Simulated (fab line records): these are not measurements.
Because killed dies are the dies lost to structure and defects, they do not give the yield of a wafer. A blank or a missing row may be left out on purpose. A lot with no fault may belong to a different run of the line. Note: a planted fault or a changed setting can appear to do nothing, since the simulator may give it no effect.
fab line records / flow nandHarc
[record] lots = 6 wafers = 18 lastDay = 23
route steps=1159 shown P_GATE@206 P_CONTACT@217
lots that met no fault: taken from a fault-free run of the same line
startH: start of the lot's first displayed wafer, in hours after the record's first day / waitH: time in hours since the lot's previous step / " repeats the value in the row above / L1.1+2: a single row standing in for several wafers / - either no value or no given start / * or withheld: withheld / < > ~ a bound
route shown NAME@n: NAME is a module with steps in the file, n the number in the route of the first one / usual: the fault-free wafers' mean and standard deviation / same: alike in all rows / chamber/n: place in a boat / sites: the reading at each site / _std_site: how widely they spread, as a standard deviation / _edge_site: inner sites' mean taken away from outer sites' mean / radiusMm: for every site, how far away it sits from the centre of the wafer / mask NAME#n: copy n / behind: the last tool/chamber to shape the wafer / hold: what put the lot on hold/how long, in hours/how the hold closed / device: transistor that didn't switch, given as n, p or np / end of line: tests run on the same wafers once the route is complete / where a step has no rows: the recipe by itself / killed: dies that structure and defects cost at the first sort, which is not the same as the wafer's yield / map: dies across one wafer; x = killed, . = not, _ = none there
set.NAME: the setting that was run; set.NAME@STEP: the one run at that earlier step / model.NAME: the simulator's own value behind a step, which no gauge read
lots at some steps of the route; a table a step, a row a wafer
services: from which hour (startH, from the record's first day; less than 0 if before it) a tool's chamber was out of use, for how many hours, and why
[[steps]]
[step NHARC_P_GATE_STRIP_96]
[recipe] timeS = 900 tempC = 130 chemistry = SPM
[step NHARC_P_GATE_RTA_64]
[recipe] tempC = 1050 timeS = 1
[usual] lampPowerPct = 36.2/1.5 wafer_temp_C_max = 1056.5/1.4
lot.wafer=L388.2 tool=rtpAnneal-01 chamber=0 startH=109.72 waitH=- lampPowerPct=37.9 wafer_temp_C_max=1057.8
lot.wafer=L388.5 tool=rtpAnneal-01 chamber=0 startH=109.72 waitH=- lampPowerPct=38.0 wafer_temp_C_max=1058.0
lot.wafer=L388.6 tool=rtpAnneal-01 chamber=0 startH=109.72 waitH=- lampPowerPct=38.0 wafer_temp_C_max=1057.6
lot.wafer=L389.1 tool=rtpAnneal-02 chamber=0 startH=117.11 waitH=- lampPowerPct=35.0 wafer_temp_C_max=1054.5
lot.wafer=L389.3 tool=rtpAnneal-02 chamber=0 startH=117.11 waitH=- lampPowerPct=35.0 wafer_temp_C_max=1055.4
lot.wafer=L389.4 tool=rtpAnneal-02 chamber=0 startH=117.11 waitH=- lampPowerPct=34.9 wafer_temp_C_max=1055.2
lot.wafer=L401.1 tool=rtpAnneal-01 chamber=0 startH=184.00 waitH=- lampPowerPct=38.0 wafer_temp_C_max=1059.0
lot.wafer=L401.3 tool=rtpAnneal-01 chamber=0 startH=184.00 waitH=- lampPowerPct=37.9 wafer_temp_C_max=1056.1
lot.wafer=L401.6 tool=rtpAnneal-01 chamber=0 startH=184.00 waitH=- lampPowerPct=37.8 wafer_temp_C_max=1058.6
lot.wafer=L402.1 tool=rtpAnneal-01 chamber=0 startH=193.87 waitH=- lampPowerPct=37.9 wafer_temp_C_max=1056.9
lot.wafer=L402.2 tool=rtpAnneal-01 chamber=0 startH=193.87 waitH=- lampPowerPct=37.8 wafer_temp_C_max=1059.5
lot.wafer=L402.4 tool=rtpAnneal-01 chamber=0 startH=193.87 waitH=- lampPowerPct=37.9 wafer_temp_C_max=1055.7
lot.wafer=L406.1 tool=rtpAnneal-01 chamber=0 startH=220.02 waitH=- lampPowerPct=37.9 wafer_temp_C_max=1059.9
lot.wafer=L406.3 tool=rtpAnneal-01 chamber=0 startH=220.02 waitH=- lampPowerPct=37.9 wafer_temp_C_max=1057.4
lot.wafer=L406.4 tool=rtpAnneal-01 chamber=0 startH=220.02 waitH=- lampPowerPct=37.9 wafer_temp_C_max=1058.9
lot.wafer=L407.2 tool=rtpAnneal-01 chamber=0 startH=222.14 waitH=- lampPowerPct=38.0 wafer_temp_C_max=1056.0
lot.wafer=L407.4 tool=rtpAnneal-01 chamber=0 startH=222.14 waitH=- lampPowerPct=38.0 wafer_temp_C_max=1059.5
lot.wafer=L407.6 tool=rtpAnneal-01 chamber=0 startH=222.14 waitH=- lampPowerPct=37.9 wafer_temp_C_max=1057.6
[step NHARC_P_GATE_ETCH_77]
[recipe] targetDepthA = 60 chemistry = dHF material = SiO2
[step NHARC_P_GATE_DEGAS_109]
[recipe] tempC = 300 timeS = 60
[usual] heaterPowerW = 451/47
lot.wafer=L388.2 tool=pvdSputter-01 chamber=- startH=110.00 waitH=0.1 heaterPowerW=479
lot.wafer=L388.6 tool=pvdSputter-01 chamber=- startH=110.00 waitH=0.1 heaterPowerW=393
lot.wafer=L388.5 tool=pvdSputter-01 chamber=- startH=110.00 waitH=0.1 heaterPowerW=471
lot.wafer=L389.3 tool=pvdSputter-01 chamber=- startH=117.59 waitH=0.1 heaterPowerW=536
lot.wafer=L389.1 tool=pvdSputter-01 chamber=- startH=117.59 waitH=0.1 heaterPowerW=424
lot.wafer=L389.4 tool=pvdSputter-01 chamber=- startH=117.59 waitH=0.1 heaterPowerW=394
lot.wafer=L401.3 tool=pvdSputter-03 chamber=- startH=184.31 waitH=0.1 heaterPowerW=465
lot.wafer=L401.1 tool=pvdSputter-03 chamber=- startH=184.31 waitH=0.1 heaterPowerW=447
lot.wafer=L401.6 tool=pvdSputter-03 chamber=- startH=184.31 waitH=0.1 heaterPowerW=381
lot.wafer=L402.1 tool=pvdSputter-01 chamber=- startH=194.18 waitH=0.1 heaterPowerW=387
lot.wafer=L402.2 tool=pvdSputter-01 chamber=- startH=194.18 waitH=0.1 heaterPowerW=480
lot.wafer=L402.4 tool=pvdSputter-01 chamber=- startH=194.18 waitH=0.1 heaterPowerW=437
lot.wafer=L406.4 tool=pvdSputter-01 chamber=- startH=220.34 waitH=0.1 heaterPowerW=423
lot.wafer=L406.1 tool=pvdSputter-01 chamber=- startH=220.34 waitH=0.1 heaterPowerW=376
lot.wafer=L406.3 tool=pvdSputter-01 chamber=- startH=220.34 waitH=0.1 heaterPowerW=548
lot.wafer=L407.4 tool=pvdSputter-03 chamber=- startH=222.42 waitH=0.1 heaterPowerW=386
lot.wafer=L407.2 tool=pvdSputter-03 chamber=- startH=222.42 waitH=0.1 heaterPowerW=464
lot.wafer=L407.6 tool=pvdSputter-03 chamber=- startH=222.42 waitH=0.1 heaterPowerW=393
[step NHARC_P_GATE_PRE_CLEAN_110]
[recipe] timeS = 30 biasV = 200 gas = Ar
[step NHARC_P_GATE_SPUTTER_78]
[recipe] targetThkA = 100 material = Ni
[step NHARC_P_GATE_SPUTTER_79]
[recipe] targetThkA = 100 material = TiN
[step NHARC_P_GATE_RTA_80]
[recipe] tempC = 300 timeS = 30
[usual] lampPowerPct = 2.17/0.089 wafer_temp_C_max = 301.9/0.44
lot.wafer=L388.2 tool=rtpAnneal-01 chamber=0 startH=110.33 waitH=- lampPowerPct=2.26 wafer_temp_C_max=302.0
lot.wafer=L388.5 tool=rtpAnneal-01 chamber=0 startH=110.33 waitH=- lampPowerPct=2.26 wafer_temp_C_max=301.9
lot.wafer=L388.6 tool=rtpAnneal-01 chamber=0 startH=110.33 waitH=- lampPowerPct=2.26 wafer_temp_C_max=302.0
lot.wafer=L389.1 tool=rtpAnneal-02 chamber=0 startH=117.88 waitH=- lampPowerPct=2.08 wafer_temp_C_max=301.8
lot.wafer=L389.3 tool=rtpAnneal-02 chamber=0 startH=117.88 waitH=- lampPowerPct=2.08 wafer_temp_C_max=301.5
lot.wafer=L389.4 tool=rtpAnneal-02 chamber=0 startH=117.88 waitH=- lampPowerPct=2.08 wafer_temp_C_max=302.1
lot.wafer=L401.1 tool=rtpAnneal-01 chamber=0 startH=184.60 waitH=- lampPowerPct=2.26 wafer_temp_C_max=302.6
lot.wafer=L401.3 tool=rtpAnneal-01 chamber=0 startH=184.60 waitH=- lampPowerPct=2.26 wafer_temp_C_max=302.0
lot.wafer=L401.6 tool=rtpAnneal-01 chamber=0 startH=184.60 waitH=- lampPowerPct=2.26 wafer_temp_C_max=302.1
lot.wafer=L402.1 tool=rtpAnneal-02 chamber=0 startH=194.60 waitH=- lampPowerPct=2.08 wafer_temp_C_max=301.9
lot.wafer=L402.2 tool=rtpAnneal-02 chamber=0 startH=194.60 waitH=- lampPowerPct=2.08 wafer_temp_C_max=301.8
lot.wafer=L402.4 tool=rtpAnneal-02 chamber=0 startH=194.60 waitH=- lampPowerPct=2.08 wafer_temp_C_max=301.3
lot.wafer=L406.1 tool=rtpAnneal-01 chamber=0 startH=220.64 waitH=- lampPowerPct=2.26 wafer_temp_C_max=302.1
lot.wafer=L406.3 tool=rtpAnneal-01 chamber=0 startH=220.64 waitH=- lampPowerPct=2.26 wafer_temp_C_max=301.9
lot.wafer=L406.4 tool=rtpAnneal-01 chamber=0 startH=220.64 waitH=- lampPowerPct=2.26 wafer_temp_C_max=302.0
lot.wafer=L407.2 tool=rtpAnneal-02 chamber=0 startH=222.76 waitH=- lampPowerPct=2.08 wafer_temp_C_max=301.7
lot.wafer=L407.4 tool=rtpAnneal-02 chamber=0 startH=222.76 waitH=- lampPowerPct=2.08 wafer_temp_C_max=301.8
lot.wafer=L407.6 tool=rtpAnneal-02 chamber=0 startH=222.76 waitH=- lampPowerPct=2.08 wafer_temp_C_max=301.7
[step NHARC_P_GATE_STRIP_67]
[recipe] timeS = 600 tempC = 130 chemistry = SPM
[step NHARC_P_GATE_RTA_82]
[recipe] tempC = 450 timeS = 30
[usual] lampPowerPct = 4.26/0.18 wafer_temp_C_max = 452.8/0.66
lot.wafer=L388.2 tool=rtpAnneal-01 chamber=0 startH=110.80 waitH=- lampPowerPct=4.44 wafer_temp_C_max=453.7
lot.wafer=L388.5 tool=rtpAnneal-01 chamber=0 startH=110.80 waitH=- lampPowerPct=4.44 wafer_temp_C_max=453.2
lot.wafer=L388.6 tool=rtpAnneal-01 chamber=0 startH=110.80 waitH=- lampPowerPct=4.44 wafer_temp_C_max=453.7
lot.wafer=L389.1 tool=rtpAnneal-01 chamber=0 startH=118.75 waitH=- lampPowerPct=4.45 wafer_temp_C_max=453.4
lot.wafer=L389.3 tool=rtpAnneal-01 chamber=0 startH=118.75 waitH=- lampPowerPct=4.44 wafer_temp_C_max=452.7
lot.wafer=L389.4 tool=rtpAnneal-01 chamber=0 startH=118.75 waitH=- lampPowerPct=4.43 wafer_temp_C_max=453.5
lot.wafer=L401.1 tool=rtpAnneal-01 chamber=0 startH=185.06 waitH=- lampPowerPct=4.44 wafer_temp_C_max=453.0
lot.wafer=L401.3 tool=rtpAnneal-01 chamber=0 startH=185.06 waitH=- lampPowerPct=4.44 wafer_temp_C_max=453.9
lot.wafer=L401.6 tool=rtpAnneal-01 chamber=0 startH=185.06 waitH=- lampPowerPct=4.44 wafer_temp_C_max=453.4
lot.wafer=L402.1 tool=rtpAnneal-01 chamber=0 startH=195.06 waitH=- lampPowerPct=4.44 wafer_temp_C_max=452.9
lot.wafer=L402.2 tool=rtpAnneal-01 chamber=0 startH=195.06 waitH=- lampPowerPct=4.44 wafer_temp_C_max=452.3
lot.wafer=L402.4 tool=rtpAnneal-01 chamber=0 startH=195.06 waitH=- lampPowerPct=4.44 wafer_temp_C_max=452.8
lot.wafer=L406.1 tool=rtpAnneal-02 chamber=0 startH=221.10 waitH=- lampPowerPct=4.09 wafer_temp_C_max=453.0
lot.wafer=L406.3 tool=rtpAnneal-02 chamber=0 startH=221.10 waitH=- lampPowerPct=4.09 wafer_temp_C_max=452.2
lot.wafer=L406.4 tool=rtpAnneal-02 chamber=0 startH=221.10 waitH=- lampPowerPct=4.09 wafer_temp_C_max=452.3
lot.wafer=L407.2 tool=rtpAnneal-01 chamber=0 startH=223.21 waitH=- lampPowerPct=4.44 wafer_temp_C_max=453.1
lot.wafer=L407.4 tool=rtpAnneal-01 chamber=0 startH=223.21 waitH=- lampPowerPct=4.44 wafer_temp_C_max=452.7
lot.wafer=L407.6 tool=rtpAnneal-01 chamber=0 startH=223.21 waitH=- lampPowerPct=4.45 wafer_temp_C_max=452.5
[step NHARC_P_GATE_INSPECT_68]
[usual] rawDefectCount = 202/64
lot.wafer=L388.2 tool=defectInspect-02 chamber=- startH=110.97 waitH=0.1 rawDefectCount=140
lot.wafer=L388.5 tool=defectInspect-02 chamber=- startH=110.97 waitH=0.1 rawDefectCount=191
lot.wafer=L388.6 tool=defectInspect-02 chamber=- startH=110.97 waitH=0.1 rawDefectCount=132
lot.wafer=L389.1 tool=defectInspect-01 chamber=- startH=118.95 waitH=0.2 rawDefectCount=231
lot.wafer=L389.3 tool=defectInspect-01 chamber=- startH=118.95 waitH=0.2 rawDefectCount=270
lot.wafer=L389.4 tool=defectInspect-01 chamber=- startH=118.95 waitH=0.2 rawDefectCount=219
lot.wafer=L401.1 tool=defectInspect-02 chamber=- startH=185.25 waitH=0.2 rawDefectCount=221
lot.wafer=L401.3 tool=defectInspect-02 chamber=- startH=185.25 waitH=0.2 rawDefectCount=158
lot.wafer=L401.6 tool=defectInspect-02 chamber=- startH=185.25 waitH=0.2 rawDefectCount=250
lot.wafer=L402.1 tool=defectInspect-01 chamber=- startH=195.26 waitH=0.2 rawDefectCount=190
lot.wafer=L402.2 tool=defectInspect-01 chamber=- startH=195.26 waitH=0.2 rawDefectCount=126
lot.wafer=L402.4 tool=defectInspect-01 chamber=- startH=195.26 waitH=0.2 rawDefectCount=179
lot.wafer=L406.1 tool=defectInspect-01 chamber=- startH=221.30 waitH=0.2 rawDefectCount=77
lot.wafer=L406.3 tool=defectInspect-01 chamber=- startH=221.30 waitH=0.2 rawDefectCount=75
lot.wafer=L406.4 tool=defectInspect-01 chamber=- startH=221.30 waitH=0.2 rawDefectCount=160
lot.wafer=L407.2 tool=defectInspect-02 chamber=- startH=223.38 waitH=0.1 rawDefectCount=132
lot.wafer=L407.4 tool=defectInspect-02 chamber=- startH=223.38 waitH=0.1 rawDefectCount=121
lot.wafer=L407.6 tool=defectInspect-02 chamber=- startH=223.38 waitH=0.1 rawDefectCount=194
[step NHARC_P_CONTACT_DEP_30]
[recipe] targetThkA = 300 tempC = 400 targetThkNm = 30 flowSccm = 200 rfW = 450 material = SiNx
[step NHARC_P_CONTACT_DEP_00]
[recipe] targetThkA = 5000 tempC = 400 pressureTorr = 6.5 rfW = 900 teosFlowSccm = 161.4 flowSccm = 2650 targetThkNm = 500 gas = O2 material = SiO2
[usual] heaterPowerW = 570/88 mfcPrecursorSccm = 161.4/0.47 rfFwdPowerW = 898.2/2.7 throttleValvePct = 15.8/0.5
lot.wafer=L388.2 tool=pecvd-04 chamber=2 startH=111.27 waitH=- heaterPowerW=660 mfcPrecursorSccm=161.9 rfFwdPowerW=900.0 throttleValvePct=14.7
lot.wafer=L388.6 tool=pecvd-04 chamber=2 startH=111.27 waitH=- heaterPowerW=702 mfcPrecursorSccm=161.5 rfFwdPowerW=897.7 throttleValvePct=14.7
lot.wafer=L388.5 tool=pecvd-04 chamber=1 startH=111.27 waitH=- heaterPowerW=637 mfcPrecursorSccm=161.6 rfFwdPowerW=897.2 throttleValvePct=16.3
lot.wafer=L389.1 tool=pecvd-01 chamber=0 startH=119.31 waitH=- heaterPowerW=679 mfcPrecursorSccm=161.6 rfFwdPowerW=899.3 throttleValvePct=15.8
lot.wafer=L389.3 tool=pecvd-01 chamber=1 startH=119.31 waitH=- heaterPowerW=485 mfcPrecursorSccm=161.6 rfFwdPowerW=898.5 throttleValvePct=16.2
lot.wafer=L389.4 tool=pecvd-01 chamber=1 startH=119.31 waitH=- heaterPowerW=531 mfcPrecursorSccm=161.4 rfFwdPowerW=898.3 throttleValvePct=16.3
lot.wafer=L401.1 tool=pecvd-01 chamber=0 startH=185.58 waitH=- heaterPowerW=591 mfcPrecursorSccm=60.3 rfFwdPowerW=901.4 throttleValvePct=14.8
lot.wafer=L401.3 tool=pecvd-01 chamber=1 startH=185.58 waitH=- heaterPowerW=508 mfcPrecursorSccm=60.4 rfFwdPowerW=898.3 throttleValvePct=14.9
lot.wafer=L401.6 tool=pecvd-01 chamber=1 startH=185.58 waitH=- heaterPowerW=535 mfcPrecursorSccm=61.0 rfFwdPowerW=897.1 throttleValvePct=15.0
lot.wafer=L402.2 tool=pecvd-01 chamber=0 startH=195.73 waitH=- heaterPowerW=525 mfcPrecursorSccm=62.0 rfFwdPowerW=898.2 throttleValvePct=14.8
lot.wafer=L402.1 tool=pecvd-01 chamber=2 startH=195.73 waitH=- heaterPowerW=530 mfcPrecursorSccm=61.1 rfFwdPowerW=897.9 throttleValvePct=14.8
lot.wafer=L402.4 tool=pecvd-01 chamber=2 startH=195.73 waitH=- heaterPowerW=557 mfcPrecursorSccm=60.9 rfFwdPowerW=895.4 throttleValvePct=14.8
lot.wafer=L406.1 tool=pecvd-02 chamber=2 startH=221.64 waitH=- heaterPowerW=493 mfcPrecursorSccm=162.0 rfFwdPowerW=899.0 throttleValvePct=14.4
lot.wafer=L406.3 tool=pecvd-02 chamber=0 startH=221.64 waitH=- heaterPowerW=441 mfcPrecursorSccm=162.2 rfFwdPowerW=898.6 throttleValvePct=15.5
lot.wafer=L406.4 tool=pecvd-02 chamber=2 startH=221.64 waitH=- heaterPowerW=522 mfcPrecursorSccm=162.1 rfFwdPowerW=901.6 throttleValvePct=14.5
lot.wafer=L407.2 tool=pecvd-02 chamber=1 startH=223.70 waitH=- heaterPowerW=612 mfcPrecursorSccm=161.2 rfFwdPowerW=898.3 throttleValvePct=16.0
lot.wafer=L407.4 tool=pecvd-02 chamber=1 startH=223.70 waitH=- heaterPowerW=642 mfcPrecursorSccm=161.4 rfFwdPowerW=899.2 throttleValvePct=16.0
lot.wafer=L407.6 tool=pecvd-02 chamber=0 startH=223.70 waitH=- heaterPowerW=496 mfcPrecursorSccm=160.8 rfFwdPowerW=896.6 throttleValvePct=15.6
[step NHARC_P_CONTACT_CMP_01]
[recipe] targetThkNm = 200 material = SiO2
[usual] motorCurrentA = 11.6/1.2
lot.wafer=L388.2 tool=cmp-04 chamber=3 startH=111.77 waitH=- motorCurrentA=11.2
lot.wafer=L388.6 tool=cmp-04 chamber=2 startH=111.77 waitH=- motorCurrentA=12.2
lot.wafer=L388.5 tool=cmp-04 chamber=3 startH=111.77 waitH=- motorCurrentA=11.3
lot.wafer=L389.4 tool=cmp-03 chamber=0 startH=119.77 waitH=- motorCurrentA=12.5
lot.wafer=L389.1 tool=cmp-03 chamber=1 startH=119.77 waitH=- motorCurrentA=14.2
lot.wafer=L389.3 tool=cmp-03 chamber=2 startH=119.77 waitH=- motorCurrentA=11.3
lot.wafer=L401.1 tool=cmp-04 chamber=2 startH=186.11 waitH=- motorCurrentA=12.3
lot.wafer=L401.3 tool=cmp-04 chamber=0 startH=186.11 waitH=- motorCurrentA=9.5
lot.wafer=L401.6 tool=cmp-04 chamber=2 startH=186.11 waitH=- motorCurrentA=12.8
lot.wafer=L402.4 tool=cmp-03 chamber=0 startH=196.24 waitH=- motorCurrentA=12.7
lot.wafer=L402.2 tool=cmp-03 chamber=1 startH=196.24 waitH=- motorCurrentA=14.7
lot.wafer=L402.1 tool=cmp-03 chamber=2 startH=196.24 waitH=- motorCurrentA=10.5
lot.wafer=L406.4 tool=cmp-04 chamber=1 startH=222.08 waitH=- motorCurrentA=9.6
lot.wafer=L406.3 tool=cmp-04 chamber=2 startH=222.08 waitH=- motorCurrentA=12.0
lot.wafer=L406.1 tool=cmp-04 chamber=0 startH=222.08 waitH=- motorCurrentA=10.2
lot.wafer=L407.4 tool=cmp-01 chamber=2 startH=224.20 waitH=- motorCurrentA=11.6
lot.wafer=L407.2 tool=cmp-01 chamber=3 startH=224.20 waitH=- motorCurrentA=13.8
lot.wafer=L407.6 tool=cmp-01 chamber=1 startH=224.20 waitH=- motorCurrentA=11.2
[[services]]
tool=rtpAnneal-02 chamber=- startH=90.02 hours=1.1 kind=repair
tool=pvdSputter-03 chamber=- startH=98.27 hours=1.3 kind=repair
tool=pvdSputter-03 chamber=- startH=102.00 hours=10.0 kind=pm
tool=cmp-04 chamber=- startH=105.00 hours=4.0 kind=pm
tool=cmp-04 chamber=- startH=109.00 hours=- kind=consumableReplace:conditioner
tool=cmp-04 chamber=- startH=109.00 hours=- kind=consumableReplace:pad
tool=pvdSputter-03 chamber=- startH=130.64 hours=9.9 kind=repair
tool=pecvd-04 chamber=0 startH=133.56 hours=4.3 kind=repair
tool=cmp-03 chamber=- startH=150.08 hours=9.8 kind=repair
tool=pecvd-02 chamber=- startH=153.00 hours=13.0 kind=pm
tool=pecvd-02 chamber=0 startH=153.00 hours=13.0 kind=ventCycle
tool=pecvd-02 chamber=1 startH=153.00 hours=13.0 kind=ventCycle
tool=pecvd-02 chamber=2 startH=153.00 hours=13.0 kind=ventCycle
tool=cmp-04 chamber=- startH=156.08 hours=0.4 kind=repair
tool=pvdSputter-01 chamber=- startH=158.00 hours=10.0 kind=pm
tool=cmp-03 chamber=- startH=159.89 hours=4.0 kind=pm
tool=cmp-03 chamber=- startH=163.89 hours=- kind=consumableReplace:conditioner
tool=pvdSputter-03 chamber=- startH=169.42 hours=2.5 kind=repair
tool=cmp-03 chamber=- startH=174.38 hours=4.3 kind=repair
tool=cmp-01 chamber=- startH=179.77 hours=4.0 kind=pm
tool=pecvd-04 chamber=- startH=195.31 hours=13.0 kind=pm
tool=cmp-03 chamber=- startH=201.33 hours=1.0 kind=repair
tool=cmp-04 chamber=- startH=203.10 hours=4.0 kind=pm
tool=cmp-04 chamber=- startH=210.34 hours=1.5 kind=repair
[[key]]
[firstSign] step = NHARC_P_CONTACT_DEP_00 reading = mfcPrecursorSccm direction = down sigmas = 99+ usual = 161.4 struck = 60.9
[effect] step = NHARC_P_CONTACT_DEP_00 reading = throttleValvePct direction = down sigmas = 1.8 usual = 15.8 struck = 14.9
metAt NHARC_P_CONTACT_DEP_00
struckWafers L401.1,L401.3,L401.6,L402.1,L402.2,L402.4
sortLeftOut L401.1,L401.3,L401.6,L402.1,L402.2,L402.4
testerLeftOut L401,L402
onsetBetween 119.31 185.58
[fault] kind = processParameterDrift tool = pecvd-01 chamber = - onsetH = 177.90 steps = NHARC_P_CONTACT_DEP_00 channel = teosFlowSccm offset = * shape = step endH = 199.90 actsIn = * stated = *
// testerLeftOut: of these lots the tester's yield and bins aren't shown, on N5 and GAA mostly nor the transistor test; their killed dies are dies lost to structure and defects alone, not to doping, threshold or leakage, so they don't give the yield
// sortLeftOut: the simulated sort isn't trusted on such a fault, so these wafers' sort isn't shown, and their yield isn't known
